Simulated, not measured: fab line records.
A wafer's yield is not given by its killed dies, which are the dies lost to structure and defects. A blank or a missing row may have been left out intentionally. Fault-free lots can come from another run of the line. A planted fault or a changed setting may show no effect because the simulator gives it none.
Code-filled problem report in 8D (eight disciplines) form -- flow n5 finfet -- the parts of the form that need people (team, actions taken, sign-off) are left out

1. THE PROBLEM
A mean of 41.4 nm is read at N5_FIN_SAQP_CD_MEAS_16 for cd nm, taken on 1 wafer of 1 lot, against 35.6 nm (standard deviation 0.32) on wafers free of any fault. Measured from the usual mean, that is +18 standard deviations.
The step: target cd 35.6 nm.
Seen first at day 4 03:40 on cd sem-01, wafer L291.6. The record has a number at this step for 30 wafers belonging to 10 lots. Rule for "out", or "out of limits": more than 4 standard deviations from the usual mean. The other wafers with a number count as sound.

2. WHAT IT IS AND WHAT IT IS NOT
question,is,is not
which readings at this step,cd nm,-
which lots,L291,"L282, L283, L285, L286, L287, L289, L293, L300, L305"
which wafers of those lots,L291.6,"L291.1, L291.2"
read on which gauges,cd sem-01,"cd sem-02, cd sem-03"
when,from day 4 03:40,"up to then (20 sound wafers); but 9 sound wafers of L293, L300, L305 came after"

3. WHAT RULES OUT EACH SUSPECT
Counting: any tool at a process step up to the reading remains a suspect provided it ran every lot that is out. Sound lots after the first of them don't rule it out here, since some wafers of a struck lot are sound.
- the gauge at N5_FIN_SAQP_CD_MEAS_16 is ruled out. All the wafers that are out were read on cd sem-01, but those of them that N5_PASSIVATION_PROBE_49 has rows for are out there too, on other tools.
- rie diel-03 at N5_PMOS_HMC_CHANNEL_EPI_STRIP_33 (strips in N2/H2): kept. It processed L291, the lot that is out, at day 3 23:35, and its most recent sound lot before then was L282 at day 1 17:08.
- rtp anneal-01 at N5_FIN_SAQP_DENSIFY_62 (time 60 s): kept. It processed L291, the lot that is out, at day 4 02:41, and its most recent sound lot before then was L287 at day 3 02:38.
- litho track-05 at N5_FIN_SAQP_PEB_14 (peb time 60 s): kept. It processed L291, the lot that is out, at day 4 03:36, and its most recent sound lot before then was L286 at day 2 21:42.
Still standing after the count: rie diel-03 at N5_PMOS_HMC_CHANNEL_EPI_STRIP_33, rtp anneal-01 at N5_FIN_SAQP_DENSIFY_62, litho track-05 at N5_FIN_SAQP_PEB_14.

4. THE CAUSE (what the simulator had put in)
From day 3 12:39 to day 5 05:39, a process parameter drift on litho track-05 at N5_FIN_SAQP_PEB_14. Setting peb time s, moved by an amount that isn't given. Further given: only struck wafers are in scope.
Counting left 3 suspects, and this tool is among them.

5. THE CHAIN OF EFFECTS, in route order
One row per reading whose mean, taken over the struck wafers that have a number, lies over 3 standard deviations from the usual. Only readings for which the record gives a usual standard deviation are gone through. hours: the time from each lot's start at the first step in this table that gives one to its start at this step, as a median over the lots. sigmas: the change in usual standard deviations.
hours,step,reading,usual,on struck wafers,change,sigmas
0,N5_FIN_SAQP_CD_MEAS_16,cd nm,35.6 nm,41.4,+5.8,+18
242,N5_PASSIVATION_PROBE_49,defect limited yield,91.1 %,57.9,-33.2,-24
242,N5_PASSIVATION_PROBE_49,killed at front end,41,419,+378,+32
242,N5_PASSIVATION_PROBE_49,killed dies,105,497,+392,+24
242,N5_PASSIVATION_PROBE_49,killed on rim,14,30,+16,+4.2
242,N5_PASSIVATION_PROBE_49,sort n pass,1075,683,-392,-24
242,N5_PASSIVATION_PROBE_49,sort yield pct,91.1 %,57.9,-33.2,-24
It contains these process steps:
- N5_PASSIVATION_PROBE_49
Later steps that measure or inspect, where all struck wafers having a row at the step show a number for every such reading and not one has moved that far: N5_BEOL_M4_RC_MEAS_101.

6. HOW IT WOULD HAVE BEEN CAUGHT EARLIER
In this record the first reading out of limits at a measuring or inspecting step was taken at day 4 03:40, 15 hours after the fault began at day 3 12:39.
All the lots that are out (1) had begun N5_FIN_SAQP_PEB_14 on litho track-05 by day 4 03:40. A hold on the tool at that time would have spared none of them.
